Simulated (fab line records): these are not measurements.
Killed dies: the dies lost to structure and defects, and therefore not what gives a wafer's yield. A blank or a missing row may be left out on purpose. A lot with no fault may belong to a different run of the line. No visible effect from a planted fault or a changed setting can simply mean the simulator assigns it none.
Which tool is to blame? / flow nand harc / 42 wafers from 14 lots sampled at 5 of the route's 1302 steps

== WHAT EACH GAUGE READ, for each wafer ==
NHARC_A_DECK1_JOINT_THK_MEAS_17: measures by ellipsometry.
lot=L853; measured=day 13 04:43; on=film metro-01; thk nm (nm)=45.1 45.4 43.8
lot=L852; measured=day 13 04:43; on=film metro-02; thk nm (nm)=45.6 45.1 44.9
lot=L855; measured=day 13 05:58; on=film metro-02; thk nm (nm)=43.0 44.6 45.8
lot=L854; measured=day 13 05:58; on=film metro-01; thk nm (nm)=44.7 45.6 44.9
lot=L857; measured=day 14 12:23; on=film metro-02; thk nm (nm)=45.8 46.0 46.4
lot=L860; measured=day 15 10:34; on=film metro-02; thk nm (nm)=44.2 42.9 46.1
lot=L862; measured=day 16 07:45; on=film metro-02; thk nm (nm)=45.9 44.3 45.7
lot=L866; measured=day 18 06:54; on=film metro-02; thk nm (nm)=45.3 44.0 47.2
lot=L868; measured=day 18 22:50; on=film metro-02; thk nm (nm)=43.6 42.5 43.6
lot=L869; measured=day 19 11:11; on=film metro-02; thk nm (nm)=44.5 44.4 45.4
lot=L871; measured=day 19 19:46; on=film metro-02; thk nm (nm)=44.1 45.7 44.8
lot=L870; measured=day 19 19:47; on=film metro-01; thk nm (nm)=43.5 44.1 43.9
lot=L873; measured=day 21 01:11; on=film metro-02; thk nm (nm)=44.1 46.1 45.5
lot=L872; measured=day 21 01:11; on=film metro-01; thk nm (nm)=43.6 45.6 46.3

NHARC_A_ONON_D2_THK_MEAS_02: measures by ellipsometry.
lot=L853; measured=day 13 05:20; on=film metro-02; thk nm (nm)=1000 999 1001
lot=L852; measured=day 13 05:20; on=film metro-01; thk nm (nm)=982 983 982
lot=L855; measured=day 13 06:35; on=film metro-02; thk nm (nm)=997 999 998
lot=L854; measured=day 13 06:49; on=film metro-01; thk nm (nm)=1000 1003 1002
lot=L857; measured=day 14 12:59; on=film metro-02; thk nm (nm)=987 988 987
lot=L860; measured=day 15 11:10; on=film metro-02; thk nm (nm)=1002 1002 1001
lot=L862; measured=day 16 08:22; on=film metro-02; thk nm (nm)=1015 1015 1012
lot=L866; measured=day 18 07:31; on=film metro-02; thk nm (nm)=1000 998 1000
lot=L868; measured=day 18 23:28; on=film metro-02; thk nm (nm)=999 999 1000
lot=L869; measured=day 19 11:48; on=film metro-01; thk nm (nm)=1016 1016 1016
lot=L871; measured=day 19 20:22; on=film metro-02; thk nm (nm)=998 1000 997
lot=L870; measured=day 19 20:24; on=film metro-01; thk nm (nm)=1011 1011 1010
lot=L873; measured=day 21 01:48; on=film metro-02; thk nm (nm)=991 990 991
lot=L872; measured=day 21 01:48; on=film metro-01; thk nm (nm)=1012 1011 1010

NHARC_A_ONON_D2_THK_MEAS_05: measures by ellipsometry.
lot=L853; measured=day 13 05:54; on=film metro-02; thk nm (nm)=992 992 993
lot=L852; measured=day 13 05:54; on=film metro-01; thk nm (nm)=1004 1001 1002
lot=L855; measured=day 13 07:10; on=film metro-01; thk nm (nm)=1003 1001 1003
lot=L854; measured=day 13 07:23; on=film metro-02; thk nm (nm)=1003 1003 1001
lot=L857; measured=day 14 13:34; on=film metro-01; thk nm (nm)=970 969 970
lot=L860; measured=day 15 11:46; on=film metro-02; thk nm (nm)=695 693 696
lot=L862; measured=day 16 08:56; on=film metro-02; thk nm (nm)=699 698 700
lot=L866; measured=day 18 08:05; on=film metro-02; thk nm (nm)=1014 1013 1014
lot=L868; measured=day 19 00:01; on=film metro-01; thk nm (nm)=1001 1002 1003
lot=L869; measured=day 19 12:22; on=film metro-01; thk nm (nm)=1006 1006 1005
lot=L871; measured=day 19 20:56; on=film metro-01; thk nm (nm)=995 996 996
lot=L870; measured=day 19 20:58; on=film metro-02; thk nm (nm)=1012 1012 1010
lot=L873; measured=day 21 02:22; on=film metro-02; thk nm (nm)=1011 1012 1011
lot=L872; measured=day 21 02:22; on=film metro-01; thk nm (nm)=1000 1001 1000

NHARC_END_SORT_01.
lot=L860; measured=day 27 08:33; on=prober-01; killed at array=675 671 676; killed at other=0 0 0; killed at periphery=2 6 1; killed dies=677 677 677; killed open=6 5 1; killed short=4 5 3
lot=L862; measured=day 28 10:50; on=prober-01; killed at array=669 664 669; killed at other=2 3 1; killed at periphery=6 10 7; killed dies=677 677 677; killed open=2 5 6; killed short=4 1 1

== WHICH TOOL RAN EACH LOT (tool, then ch and the chambers of the sampled wafers, then the start) ==
lot=L853; NHARC_A_ONON_D2_DEP_03=pecvd onon-04 ch 0, day 13 05:34
lot=L852; NHARC_A_ONON_D2_DEP_03=pecvd onon-03 ch 0, day 13 05:23
lot=L855; NHARC_A_ONON_D2_DEP_03=pecvd onon-01 ch 0, day 13 06:46
lot=L854; NHARC_A_ONON_D2_DEP_03=pecvd onon-04 ch 0, day 13 06:52
lot=L857; NHARC_A_ONON_D2_DEP_03=pecvd onon-01 ch 0, day 14 13:10
lot=L860; NHARC_A_ONON_D2_DEP_03=pecvd onon-04 ch 0, day 15 11:14
lot=L862; NHARC_A_ONON_D2_DEP_03=pecvd onon-04 ch 0, day 16 08:25
lot=L866; NHARC_A_ONON_D2_DEP_03=pecvd onon-01 ch 0, day 18 07:38
lot=L868; NHARC_A_ONON_D2_DEP_03=pecvd onon-01 ch 0, day 18 23:31
lot=L869; NHARC_A_ONON_D2_DEP_03=pecvd onon-03 ch 0, day 19 11:55
lot=L871; NHARC_A_ONON_D2_DEP_03=pecvd onon-03 ch 0, day 19 20:36
lot=L870; NHARC_A_ONON_D2_DEP_03=pecvd onon-04 ch 0, day 19 20:27
lot=L873; NHARC_A_ONON_D2_DEP_03=pecvd onon-01 ch 0, day 21 01:51
lot=L872; NHARC_A_ONON_D2_DEP_03=pecvd onon-03 ch 0, day 21 01:52
- NHARC_A_ONON_D2_DEP_03: target thk 1000 nm.

== WHAT THE TOOLS THEMSELVES READ (means of the sampled wafers that have a number; where no wafer has one, the mark that the record gives instead) ==
NHARC_A_ONON_D2_DEP_03.
lot=L853; tool=pecvd onon-04; susceptor temp C (C)=400.29
lot=L852; tool=pecvd onon-03; susceptor temp C (C)=400.09
lot=L855; tool=pecvd onon-01; susceptor temp C (C)=400.14
lot=L854; tool=pecvd onon-04; susceptor temp C (C)=399.79
lot=L857; tool=pecvd onon-01; susceptor temp C (C)=400.02
lot=L860; tool=pecvd onon-04; susceptor temp C (C)=399.98
lot=L862; tool=pecvd onon-04; susceptor temp C (C)=400.13
lot=L866; tool=pecvd onon-01; susceptor temp C (C)=399.79
lot=L868; tool=pecvd onon-01; susceptor temp C (C)=400.09
lot=L869; tool=pecvd onon-03; susceptor temp C (C)=400.01
lot=L871; tool=pecvd onon-03; susceptor temp C (C)=399.71
lot=L870; tool=pecvd onon-04; susceptor temp C (C)=400.06
lot=L873; tool=pecvd onon-01; susceptor temp C (C)=399.96
lot=L872; tool=pecvd onon-03; susceptor temp C (C)=399.89

== THE ANSWER, worked out from the rows above alone ==
Rule: the lots themselves supply what counts as usual. The widest of any qualifying gaps counts: lots, ordered by their means at a reading, are off when they make up no more than a third of the lots, leave a main group of 4 or more, and stand apart from it by 3 or more times the standard deviation of that group's means. If all means in a main group match to the digits the tables above print for the reading, that group is not used. Also off: a lot with no number at a reading for which 4 or more lots have one. All remaining lots with rows at the step are treated as sound. Order of review: gauges by route order, followed by the tools' own readings, for which a lot's mean as printed above is used. At the first step where some lot is off, the reading lying furthest off is the one used; lots without a number count as furthest.
Off at NHARC_A_ONON_D2_THK_MEAS_05 (thk nm): L860, L862. The main group: mean 1001 nm, standard deviation 11.
A tool fits if, at a process step before that reading, it ran every lot that is off, and no sound lot after the first of them. Gauges at NHARC_A_ONON_D2_THK_MEAS_05: tried the same way as those tools. Of those tried, none fits.

== WHAT WAS PUT IN BY THE SIMULATOR ==
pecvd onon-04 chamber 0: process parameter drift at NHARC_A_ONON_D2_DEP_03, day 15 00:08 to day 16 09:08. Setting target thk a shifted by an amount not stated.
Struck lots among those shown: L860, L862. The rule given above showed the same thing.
